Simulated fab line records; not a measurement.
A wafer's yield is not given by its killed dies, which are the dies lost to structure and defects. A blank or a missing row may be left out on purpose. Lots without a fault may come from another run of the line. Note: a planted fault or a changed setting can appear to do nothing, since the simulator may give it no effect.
Matching of chambers	flow n5Finfet	aldSin-01 running N5_MOL_CONTACT_COAG_ALD_123: 4 sister chambers
The step deposits SiNx, target thk 5 nm, pulse time 1 s, purge time 2 s. 4 wafers are shown with their chamber, then 12 later ones without.

## WAFERS PAIRED WITH THEIR CHAMBERS
wafer	chamber	heaterPowerW (W)
L086.2	2	1087
L086.6	0	941
L090.3	3	899
L090.6	1	759

## WAFERS MISSING THEIR CHAMBER
wafer	heaterPowerW (W)
L093.1	732
L093.3	971
L093.6	859
L094.1	944
L094.3	1093
L094.4	731
L095.1	717
L095.3	899
L095.6	898
L097.2	889
L097.3	746
L097.6	730

## WHICH CHAMBER EACH WENT THROUGH
wafer	from the rows above	in truth
L093.1	1	1
L093.3	can't be placed: 0 or 3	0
L093.6	can't be placed: 3 or 0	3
L094.1	can't be placed: 0 or 3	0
L094.3	2	2
L094.4	1	1
L095.1	1	1
L095.3	can't be placed: 3 or 0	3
L095.6	can't be placed: 3 or 0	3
L097.2	can't be placed: 3 or 0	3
L097.3	1	1
L097.6	1	1
Correctly placed: 6 of 12. Cannot be placed on the basis of these rows: 6; the candidates contain the true chamber in 6. 0 placed wrongly.
How it was worked out, from the rows above alone: a wafer's distance from a chamber is the root of the sum, over the readings, of the square of ((its reading less the chamber's mean) divided by the reading's scatter). If the next closest chamber is less than 2 further off than the closest, the wafer can't be placed; otherwise it belongs to the closest. Each chamber's mean is taken over the wafers shown for it. The scatter (one wafer shown for each chamber): square how far every hidden wafer sits from the nearest shown wafer, average those squares and take the square root.
